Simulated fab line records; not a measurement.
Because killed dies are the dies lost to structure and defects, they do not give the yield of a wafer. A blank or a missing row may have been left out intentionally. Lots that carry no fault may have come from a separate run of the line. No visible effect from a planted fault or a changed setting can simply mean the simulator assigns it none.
Matching of chambers + flow n5 finfet + rie diel-05 running N5_BEOL_M5_STRIP_64: 4 sister chambers
The step strips in CF4. 16 wafers are shown with their chamber, then 8 later ones without.

## WAFERS PAIRED WITH THEIR CHAMBERS
| wafer  | chamber | showerhead plenum p Torr (Torr) | drypump motor current A (A) | throttle valve pct (%) |
|--------|---------|---------------------------------|-----------------------------|------------------------|
| L076.3 | 1       | 1.76                            | 5.8                         | 13.4                   |
| L076.4 | 0       | 1.79                            | 5.0                         | 13.8                   |
| L076.6 | 0       | 1.79                            | 4.9                         | 13.8                   |
| L080.1 | 2       | 1.80                            | 5.9                         | 13.6                   |
| L080.2 | 0       | 1.79                            | 5.0                         | 13.9                   |
| L080.4 | 3       | 1.85                            | 5.8                         | 13.9                   |
| L082.2 | 0       | 1.79                            | 5.0                         | 13.9                   |
| L082.4 | 3       | 1.85                            | 5.8                         | 14.0                   |
| L082.6 | 2       | 1.80                            | 5.9                         | 13.6                   |
| L087.2 | 3       | 1.85                            | 5.9                         | 14.0                   |
| L087.3 | 1       | 1.76                            | 5.8                         | 13.4                   |
| L087.4 | 2       | 1.80                            | 5.9                         | 13.6                   |
| L091.1 | 2       | 1.80                            | 5.9                         | 13.6                   |
| L091.2 | 1       | 1.76                            | 5.8                         | 13.4                   |
| L091.5 | 1       | 1.76                            | 5.8                         | 13.4                   |
| L092.1 | 1       | 1.75                            | 5.8                         | 13.4                   |

SIGNATURES, as means of the wafers listed above
| reading                  | chamber 0 | chamber 1 | chamber 2 | chamber 3 | scatter within a chamber |
|--------------------------|-----------|-----------|-----------|-----------|--------------------------|
| showerhead plenum p Torr | 1.7900    | 1.7580    | 1.8000    | 1.8500    | 0.00258                  |
| drypump motor current A  | 4.975     | 5.800     | 5.900     | 5.833     | 0.0344                   |
| throttle valve pct       | 13.850    | 13.400    | 13.600    | 13.967    | 0.0373                   |
Rule: a wafer's distance from a chamber is the root of the sum, over the readings, of the square of ((its reading less the chamber's mean) divided by the reading's scatter). The wafer belongs to the nearest chamber; if the next one is less than 2 further off, it can't be placed. The scatter: the root of (the sum of the squares of (reading less its chamber's mean) over the shown wafers, divided by (wafers less chambers)).

## WAFERS MISSING THEIR CHAMBER
| wafer  | showerhead plenum p Torr (Torr) | drypump motor current A (A) | throttle valve pct (%) |
|--------|---------------------------------|-----------------------------|------------------------|
| L092.2 | 1.78                            | 5.0                         | 13.9                   |
| L092.3 | 1.79                            | 5.9                         | 13.7                   |
| L094.2 | 1.80                            | 5.9                         | 13.7                   |
| L094.4 | 1.78                            | 5.0                         | 13.9                   |
| L094.5 | 1.84                            | 5.9                         | 14.0                   |
| L097.1 | 1.84                            | 5.8                         | 14.0                   |
| L097.3 | 1.79                            | 6.0                         | 13.7                   |
| L097.6 | 1.84                            | 5.8                         | 14.0                   |

## EACH ONE'S CHAMBER
| wafer  | from the rows above | in truth |
|--------|---------------------|----------|
| L092.2 | 0                   | 0        |
| L092.3 | 2                   | 2        |
| L094.2 | 2                   | 2        |
| L094.4 | 0                   | 0        |
| L094.5 | 3                   | 3        |
| L097.1 | 3                   | 3        |
| L097.3 | 2                   | 2        |
| L097.6 | 3                   | 3        |
Placed correctly: 8 of 8. Number that these rows cannot place: 0. Placed wrongly: 0.
